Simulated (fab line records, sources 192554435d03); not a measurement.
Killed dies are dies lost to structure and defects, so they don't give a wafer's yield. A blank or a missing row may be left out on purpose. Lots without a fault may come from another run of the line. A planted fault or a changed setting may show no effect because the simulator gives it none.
fab line records | flow n5_finfet | part 2 of 2: steps 5 to 6 of 6
record lots=21 wafers=63 last_day=17
route steps=1938 shown BEOL_M0_SAQP@698 BEOL_M0@715 BEOL_M1@774
lots that met no fault: from a run of the same line without faults
start_h: hours from the record's first day to the start of the lot's first wafer shown | wait_h: hours since the lot's step before | " the same as in the row above | L1.1+2: a row that stands for several wafers | - no value, or no start given | * or withheld: withheld | < > ~ a bound
route shown NAME@n: a module of which the file shows steps, and the number in the route of the first | usual: mean/standard deviation of fault-free wafers | same: alike in all rows | chamber/n: place in a boat | sites: the reading at each site | _std_site: their standard deviation | _edge_site: outer sites' mean less inner sites' | radius_mm: how far each site lies from the wafer's centre | mask NAME#n: copy n | behind: the tool/chamber that last shaped the wafer | hold: why the lot was held/for how many hours/how that ended | device: the transistor (n, p or np) that didn't switch | end of line: the same wafers' tests at the end of the route | a step without rows: its recipe alone | killed: dies lost to structure and defects at the first sort, not the wafer's yield | map: a wafer's dies, x killed, . not, _ none there
set.NAME: the setting as run; set.NAME@STEP: as run at that earlier step | model.NAME: the simulator's own value behind a step, which no gauge read
steps of the route over a sample of lots; a table a step, a row a wafer
services: from which hour (start_h, from the record's first day; less than 0 if before it) a tool's chamber was out of use, for how many hours, and why
## steps
# step N5_BEOL_M0_SPUTTER_141
# recipe material=Cu target_thk_a=40 temp_c=-20 chamber_pressure_pa=0.07 power_w=withheld time_s=7.37
# usual throttle_valve_pct=29.7/1
# columns lot.wafer tool chamber start_h wait_h throttle_valve_pct
L074.2 pvd_sputter-02 - 118.99 0.0 29.0
L074.3 " - " " 29.3
L074.5 " - " " 29.4
L075.2 pvd_sputter-02 - 128.90 0.0 29.3
L075.4 " - " " 28.1
L075.6 " - " " 29.4
L076.3 pvd_sputter-03 - 135.46 0.0 29.2
L076.4 " - " " 29.1
L076.6 " - " " 30.6
L077.1 pvd_sputter-03 - 136.88 0.0 28.9
L077.2 " - " " 29.3
L077.3 " - " " 30.5
L079.1 pvd_sputter-02 - 149.02 0.0 29.1
L079.3 " - " " 29.4
L079.5 " - " " 29.6
L080.4 pvd_sputter-01 - 154.06 0.0 32.5
L080.5 " - " " 30.1
L080.6 " - " " 32.1
L081.2 pvd_sputter-02 - 162.61 0.0 29.0
L081.3 " - " " 28.1
L081.4 " - " " 29.4
L083.1 pvd_sputter-01 - 172.14 0.0 32.4
L083.4 " - " " 30.9
L083.5 " - " " 29.1
L084.2 pvd_sputter-02 - 181.17 0.0 29.0
L084.3 " - " " 29.2
L084.6 " - " " 29.1
L085.3 pvd_sputter-01 - 190.65 0.0 29.0
L085.5 " - " " 30.0
L085.6 " - " " 29.1
L087.1 pvd_sputter-01 - 198.28 0.0 29.0
L087.2 " - " " 30.3
L087.5 " - " " 32.1
L086.2 pvd_sputter-02 - 198.41 0.0 29.2
L086.3 " - " " 29.1
L086.6 " - " " 29.5
L088.1 pvd_sputter-01 - 205.10 0.0 29.0
L088.5 " - " " 32.3
L088.6 " - " " 30.0
L089.1 pvd_sputter-03 - 209.87 0.0 29.1
L089.2 " - " " 30.3
L089.6 " - " " 30.6
L090.1 pvd_sputter-02 - 214.25 0.0 29.3
L090.4 " - " " 29.2
L090.5 " - " " 27.9
L091.1 pvd_sputter-01 - 222.26 0.0 29.9
L091.4 " - " " 32.2
L091.5 " - " " 29.0
L092.2 pvd_sputter-01 - 225.06 0.0 30.7
L092.3 " - " " 32.3
L092.6 " - " " 32.3
L093.2 pvd_sputter-03 - 230.92 0.0 29.2
L093.5 " - " " 29.1
L093.6 " - " " 30.5
L094.2 pvd_sputter-03 - 241.52 0.0 30.4
L094.3 " - " " 29.3
L094.4 " - " " 30.3
L095.3 pvd_sputter-03 - 250.21 0.0 29.0
L095.5 " - " " 30.1
L095.6 " - " " 30.7
L097.2 pvd_sputter-02 - 262.69 0.0 29.5
L097.4 " - " " 29.2
L097.5 " - " " 28.1
# step N5_BEOL_M1_HM_OPEN_17
# recipe chemistry=Cl2/BCl3 target_depth_a=200 overetch_a=60 target=TiN mask_material=SOC ion_energy_ev=150 pressure_mtorr=10 icp_w=1000 bias_w=126 Cl2_flow_sccm=53.25 bcl3_flow_sccm=21.75 Ar_flow_sccm=25
# usual bias_w=126.0/0.39 drypump_motor_current_A=5.81/0.2 mfc_cl2_sccm=53.25/0.16 oes_product_au=0.68/0.054 throttle_valve_pct=22.12/0.28
# columns lot.wafer tool chamber start_h wait_h bias_w drypump_motor_current_A mfc_cl2_sccm oes_product_au rf_hours_counter_h throttle_valve_pct
L074.2 rie_metal-02 1 121.18 0.0 125.6 5.46 53.16 0.67 32 21.96
L074.3 " 1 " " 125.7 5.46 53.15 0.67 - 21.98
L074.5 " 0 " " 126.4 5.64 53.30 0.70 - 21.98
L075.2 rie_metal-01 1 132.58 0.1 126.3 5.78 53.11 0.69 - 22.46
L075.4 " 1 " " 126.2 5.82 53.38 0.69 - 22.47
L075.6 " 1 " " 127.1 5.82 53.47 0.68 - 22.47
L076.3 rie_metal-03 0 139.05 0.1 126.0 6.02 53.16 0.63 - 21.89
L076.4 " 1 " " 125.7 6.04 53.28 0.84 - 22.43
L076.6 " 0 " " 125.7 6.03 53.36 0.63 - 21.88
L077.1 rie_metal-02 1 139.93 0.0 125.4 5.46 53.20 0.66 34 21.99
L077.2 " 0 " " 127.2 5.62 53.27 0.68 26 22.01
L077.3 " 0 " " 126.5 5.64 53.39 0.68 - 22.01
L079.1 rie_metal-02 0 153.02 0.0 126.2 5.64 53.14 0.68 27 21.99
L079.3 " 1 " " 125.9 5.44 53.30 0.67 - 21.97
L079.5 " 1 " " 126.3 5.44 53.47 0.67 - 21.97
L080.4 rie_metal-01 1 158.48 0.1 125.9 5.83 53.11 0.68 - 22.46
L080.5 " 1 " " 126.4 5.78 53.11 0.68 - 22.46
L080.6 " 0 " " 125.7 5.84 53.38 0.68 - 21.77
L081.2 rie_metal-01 1 166.35 0.0 126.1 5.83 53.37 0.66 36 22.47
L081.3 " 1 " " 125.5 5.84 53.12 0.66 - 22.49
L081.4 " 0 " " 126.2 5.86 52.97 0.67 - 21.80
L083.1 rie_metal-02 1 176.23 0.0 126.4 5.46 53.17 0.66 38 21.97
L083.4 " 1 " " 125.9 5.45 53.24 0.65 - 21.97
L083.5 " 1 " " 126.0 5.47 53.10 0.65 - 21.95
L084.2 rie_metal-03 0 183.61 0.0 125.7 6.04 52.96 0.64 59 21.87
L084.3 " 1 " " 126.0 6.04 53.15 0.79 - 22.43
L084.6 " 1 " " 126.0 6.07 53.20 0.79 - 22.46
L085.3 rie_metal-02 0 194.21 0.1 125.6 5.64 53.48 0.66 - 22.02
L085.5 " 1 " " 126.3 5.44 53.35 0.66 - 21.96
L085.6 " 0 " " 125.7 5.64 53.08 0.67 - 22.00
L087.1 rie_metal-03 0 204.74 0.0 126.2 6.03 53.08 0.62 60 21.90
L087.2 " 1 " " 125.9 6.05 53.59 0.77 5 22.46
L087.5 " 0 " " 126.5 6.00 53.32 0.62 - 21.89
L086.2 rie_metal-01 1 204.75 0.0 125.6 5.81 53.01 0.67 41 22.50
L086.3 " 0 " " 125.8 5.86 53.14 0.66 - 21.76
L086.6 " 0 " " 125.8 5.85 53.06 0.66 - 21.79
L088.1 rie_metal-01 0 208.60 0.0 126.1 5.84 53.19 0.67 44 21.79
L088.5 " 0 " " 125.6 5.84 53.17 0.65 - 21.81
L088.6 " 1 " " 126.1 5.83 53.22 0.66 - 22.49
L089.1 rie_metal-01 1 213.47 0.0 125.9 5.78 53.04 0.66 42 22.50
L089.2 " 0 " " 126.0 5.84 53.10 0.66 45 21.79
L089.6 " 0 " " 126.6 5.86 53.13 0.66 - 21.80
L090.1 rie_metal-02 0 217.38 0.0 125.1 5.63 53.24 0.65 34 22.03
L090.4 " 1 " " 126.3 5.46 53.31 0.65 - 21.99
L090.5 " 0 " " 126.1 5.61 53.39 0.66 - 22.00
L091.1 rie_metal-01 0 227.13 0.0 125.5 5.84 53.37 0.66 46 21.80
L091.4 " 0 " " 125.7 5.81 53.10 0.65 - 21.83
L091.5 " 1 " " 125.9 5.84 53.10 0.65 - 22.51
L092.2 rie_metal-03 1 228.00 0.0 126.0 6.03 53.10 0.78 6 22.45
L092.3 " 1 " " 126.6 6.03 52.92 0.78 - 22.43
L092.6 " 0 " " 125.9 6.03 53.08 0.64 - 21.89
L093.2 rie_metal-03 1 233.79 0.0 125.8 6.06 53.42 0.78 7 22.46
L093.5 " 0 " " 126.2 6.01 53.35 0.62 - 21.89
L093.6 " 1 " " 126.5 6.06 53.37 0.77 - 22.43
L094.2 rie_metal-01 1 244.04 0.0 126.3 5.80 53.48 0.66 45 22.50
L094.3 " 0 " " 126.2 5.83 53.39 0.65 - 21.83
L094.4 " 1 " " 126.3 5.78 52.92 0.65 - 22.50
L095.3 rie_metal-02 0 252.39 0.1 126.5 5.62 53.11 0.66 - 22.01
L095.5 " 1 " " 126.3 5.46 53.20 0.65 - 22.00
L095.6 " 0 " " 126.5 5.62 53.31 0.66 - 22.03
L097.2 rie_metal-01 0 268.46 0.0 125.4 5.81 53.34 0.65 50 21.83
L097.4 " 0 " " 125.6 5.81 53.10 0.65 - 21.81
L097.5 " 1 " " 126.7 5.80 53.35 0.64 - 22.52
## services
# columns tool chamber start_h hours kind
rie_diel-06 0 89.21 9.2 repair
pvd_sputter-01 - 94.72 1.8 repair
rie_metal-01 0 112.72 24.5 repair
ald_sin-02 2 118.66 2.2 repair
ald_sin-03 2 121.08 6.2 repair
rie_metal-01 0 144.41 8.5 repair
ald_sin-03 1 147.61 3.5 repair
ald_sin-03 - 151.62 0.4 repair
pvd_sputter-03 - 157.71 0.7 repair
rie_diel-03 2 161.67 4.7 repair
rie_diel-02 2 171.75 5.4 repair
rie_diel-01 1 172.90 - clean
rie_diel-01 1 172.90 - consumable_replace:focus_ring
ald_sin-02 - 177.93 14.0 pm
rie_metal-03 - 185.18 1.4 pm
rie_diel-01 - 189.34 0.3 repair
rie_diel-04 - 199.56 1.0 repair
rie_metal-03 - 211.04 2.8 pm
rie_diel-01 2 218.92 9.9 repair
rie_diel-02 0 219.88 3.8 repair
rie_diel-05 - 243.98 0.4 repair
rie_diel-05 1 248.26 8.4 repair
rie_diel-01 2 254.45 7.3 repair
rie_diel-05 - 265.91 4.3 pm
